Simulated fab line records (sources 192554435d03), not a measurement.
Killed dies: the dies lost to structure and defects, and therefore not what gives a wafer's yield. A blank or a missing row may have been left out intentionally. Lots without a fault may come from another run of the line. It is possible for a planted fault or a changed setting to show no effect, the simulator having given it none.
Which tool did it? + flow n5 finfet + 11 lots, 32 wafers sampled, at 4 steps of a route of 1938

WHAT THE GAUGES READ, wafer by wafer
N5_BEOL_M15_INSPECT_30: inspects for defects (macro). Usual: 2.1 for raw defect count, sd 1.6.
| lot  | measured     | on                | raw defect count | flag |
|------|--------------|-------------------|------------------|------|
| L494 | day 12 13:20 | defect inspect-02 | 0 1 1            |      |
| L496 | day 12 20:07 | defect inspect-02 | 3 1 0            |      |
| L495 | day 12 20:17 | defect inspect-02 | 4 2 2            |      |
| L497 | day 13 10:43 | defect inspect-01 | 0 1 0            |      |
| L498 | day 13 13:09 | defect inspect-01 | 0 4 1            |      |
| L508 | day 16 05:39 | defect inspect-02 | 1 6 3            |      |
| L512 | day 16 11:25 | defect inspect-01 | 1 0 3            |      |
| L511 | day 16 16:40 | defect inspect-01 | 0 2 2            |      |
| L513 | day 17 10:55 | defect inspect-01 | 3 3 1            |      |
| L515 | day 17 19:44 | defect inspect-01 | 0 3 2            |      |
| L514 | day 18 19:20 | defect inspect-02 | 2 4              |      |

EACH LOT AND THE TOOL THAT RAN IT (in order: tool; ch and the chambers of the sampled wafers; start)
| lot  | N5_BEOL_M15_STRIP_63                          | N5_BEOL_M15_ETCH_57                | N5_BEOL_M15_COAT_60               |
|------|-----------------------------------------------|------------------------------------|-----------------------------------|
| L494 | rie diel-02 ch 1,2, day 12 12:22 or earlier   | rie diel-02 ch 1,2, day 12 12:22   | litho track-03 ch 0, day 12 12:53 |
| L496 | rie diel-05 ch 0,1, day 12 19:10 or earlier   | rie diel-05 ch 1,3, day 12 19:10   | litho track-03 ch 0, day 12 19:40 |
| L495 | rie diel-04 ch 0,1,3, day 12 19:20 or earlier | rie diel-04 ch 1,2,3, day 12 19:20 | litho track-02 ch 0, day 12 19:50 |
| L497 | rie diel-02 ch 1,2,3, day 13 09:46 or earlier | rie diel-05 ch 1,2, day 13 09:46   | litho track-02 ch 0, day 13 10:16 |
| L498 | rie diel-05 ch 1,3, day 13 12:11 or earlier   | rie diel-02 ch 0,1,3, day 13 12:11 | litho track-02 ch 0, day 13 12:42 |
| L508 | rie diel-02 ch 1,2, day 16 04:42 or earlier   | rie diel-04 ch 1,2, day 16 04:42   | litho track-03 ch 0, day 16 05:12 |
| L512 | rie diel-05 ch 2,3, day 16 10:28 or earlier   | rie diel-02 ch 1,2, day 16 10:28   | litho track-02 ch 0, day 16 10:58 |
| L511 | rie diel-05 ch 2,3, day 16 15:50 or earlier   | rie diel-05 ch 1,2,3, day 16 15:50 | litho track-03 ch 0, day 16 16:20 |
| L513 | rie diel-05 ch 0,2,3, day 17 09:58 or earlier | rie diel-04 ch 0,1,3, day 17 09:58 | litho track-02 ch 0, day 17 10:28 |
| L515 | rie diel-02 ch 1,2, day 17 18:55 or earlier   | rie diel-04 ch 0,1,2, day 17 18:55 | litho track-02 ch 0, day 17 19:25 |
| L514 | rie diel-05 ch 0,3, day 18 18:30 or earlier   | rie diel-05 ch 2,3, day 18 18:30   | litho track-01 ch 0, day 18 19:01 |
- N5_BEOL_M15_STRIP_63: strips in O2.
- N5_BEOL_M15_ETCH_57: etches SOC in N2/H2, time 750 s.
- N5_BEOL_M15_COAT_60: time 60 s, resist thk 89 nm.

AS READ BY THE TOOLS THEMSELVES (means over the sampled wafers that have a number; for cases with no such wafer, the mark the record gives instead)
N5_BEOL_M15_STRIP_63. Usual: drypump motor current A 5.6 A, standard deviation 0.43; oes product au 0.82 a.u., standard deviation 0.1; rf vpp V 3.6 V, standard deviation 0.71; showerhead plenum p Torr 2.12 Torr, standard deviation 0.076; throttle valve pct 16.65 %, standard deviation 0.27.
| lot  | tool        | drypump motor current A (A) | oes product au (a.u.) | rf vpp V (V) | showerhead plenum p Torr (Torr) | throttle valve pct (%) | flag |
|------|-------------|-----------------------------|-----------------------|--------------|---------------------------------|------------------------|------|
| L494 | rie diel-02 | 5.7                         | 0.86                  | 3.5          | 2.11                            | 16.84                  |      |
| L496 | rie diel-05 | 6.1                         | 0.68                  | 3.6          | 2.12                            | 16.95                  |      |
| L495 | rie diel-04 | 5.5                         | 0.91                  | 4.2          | 2.20                            | 16.35                  |      |
| L497 | rie diel-02 | 5.6                         | 0.82                  | 3.9          | 2.15                            | 16.78                  |      |
| L498 | rie diel-05 | 5.4                         | 0.76                  | 4.2          | 2.05                            | 16.75                  |      |
| L508 | rie diel-02 | 5.8                         | 0.74                  | 3.4          | 2.13                            | 16.93                  |      |
| L512 | rie diel-05 | 5.6                         | 0.83                  | 3.2          | 2.03                            | 16.48                  |      |
| L511 | rie diel-05 | 5.4                         | 0.85                  | 3.0          | 2.05                            | 16.65                  |      |
| L513 | rie diel-05 | 5.9                         | 0.90                  | 3.5          | 2.08                            | 16.58                  |      |
| L515 | rie diel-02 | 5.8                         | 0.73                  | 3.6          | 2.12                            | 16.94                  |      |
| L514 | rie diel-05 | 5.9                         | 0.90                  | 3.8          | 2.10                            | 16.70                  |      |

N5_BEOL_M15_ETCH_57. Usual: drypump motor current A 5.6 A, standard deviation 0.44; oes product au 0.82 a.u., standard deviation 0.09; rf vpp V 524.9 V, standard deviation 2.5; showerhead plenum p Torr 2.58 Torr, standard deviation 0.081; throttle valve pct 17.7 %, standard deviation 0.32.
| lot  | tool        | drypump motor current A (A) | oes product au (a.u.) | rf vpp V (V) | showerhead plenum p Torr (Torr) | throttle valve pct (%) | flag |
|------|-------------|-----------------------------|-----------------------|--------------|---------------------------------|------------------------|------|
| L494 | rie diel-02 | 5.7                         | 0.86                  | 524.5        | 2.55                            | 18.0                   |      |
| L496 | rie diel-05 | 5.4                         | 0.76                  | 522.8        | 2.53                            | 18.0                   |      |
| L495 | rie diel-04 | 5.4                         | 0.87                  | 526.2        | 2.62                            | 17.6                   |      |
| L497 | rie diel-05 | 5.6                         | 0.73                  | 522.1        | 2.51                            | 17.8                   |      |
| L498 | rie diel-02 | 5.7                         | 0.75                  | 525.7        | 2.62                            | 18.0                   |      |
| L508 | rie diel-04 | 5.3                         | 0.81                  | 524.4        | 2.60                            | 17.8                   |      |
| L512 | rie diel-02 | 5.7                         | 0.81                  | 523.0        | 2.54                            | 18.0                   |      |
| L511 | rie diel-05 | 5.6                         | 0.88                  | 523.0        | 2.50                            | 17.7                   |      |
| L513 | rie diel-04 | 5.5                         | 0.85                  | 526.3        | 2.64                            | 17.5                   |      |
| L515 | rie diel-04 | 5.5                         | 0.83                  | 527.0        | 2.63                            | 17.6                   |      |
| L514 | rie diel-05 | 5.5                         | 0.83                  | 522.4        | 2.49                            | 17.8                   |      |

N5_BEOL_M15_COAT_60. Usual: 1500.0 rpm for spin speed rpm, sd 0.98.
| lot  | tool           | spin speed rpm (rpm) | flag |
|------|----------------|----------------------|------|
| L494 | litho track-03 | 1500.7               |      |
| L496 | litho track-03 | 1499.5               |      |
| L495 | litho track-02 | 1500.4               |      |
| L497 | litho track-02 | 1499.2               |      |
| L498 | litho track-02 | 1500.8               |      |
| L508 | litho track-03 | 1658.5               | OFF  |
| L512 | litho track-02 | 1499.3               |      |
| L511 | litho track-03 | 1657.6               | OFF  |
| L513 | litho track-02 | 1500.3               |      |
| L515 | litho track-02 | 1498.9               |      |
| L514 | litho track-01 | 1499.2               |      |

THE ANSWER, worked out from the rows above alone
Rule: a lot is off if the mean of its wafers that have a number lies more than 3 standard deviations from the usual mean. Also off: a lot with no number at a reading for which 4 or more lots have one. Any other lot the step has rows for is counted as sound. The gauges are gone through in route order, then the tools' own readings, and for those a lot's mean is taken as printed above. The first step at which some lot is off is used, and at that step the reading that is off furthest; a lot without a number counts as furthest.
Off at N5_BEOL_M15_COAT_60 (spin speed rpm): L508, L511.
A tool fits if, at that step or a process step before it, it ran every lot that is off, and no sound lot after the first of them. With no start given for some of its lots, N5_BEOL_M15_STRIP_63 uses the hours and lot order of N5_BEOL_M15_ETCH_57. One fits: litho track-03 at N5_BEOL_M15_COAT_60. A fault onset in the window from L496 (day 12 19:40, its last sound lot) to L508 (day 16 05:12, its first lot off) fits.
The tool's own readings at N5_BEOL_M15_COAT_60 bear it out: on the lots that are off they differ by more than 5 times the standard deviation of the sound lots' means. spin speed rpm reads 1658.0 rpm there against 1499.8 rpm on the sound lots.

WHAT THE SIMULATOR HAD PUT IN
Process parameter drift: litho track-03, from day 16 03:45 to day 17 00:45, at N5_BEOL_M15_COAT_60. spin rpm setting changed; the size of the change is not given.
Struck lots among those shown: L508, L511. The rule given above showed the same thing.
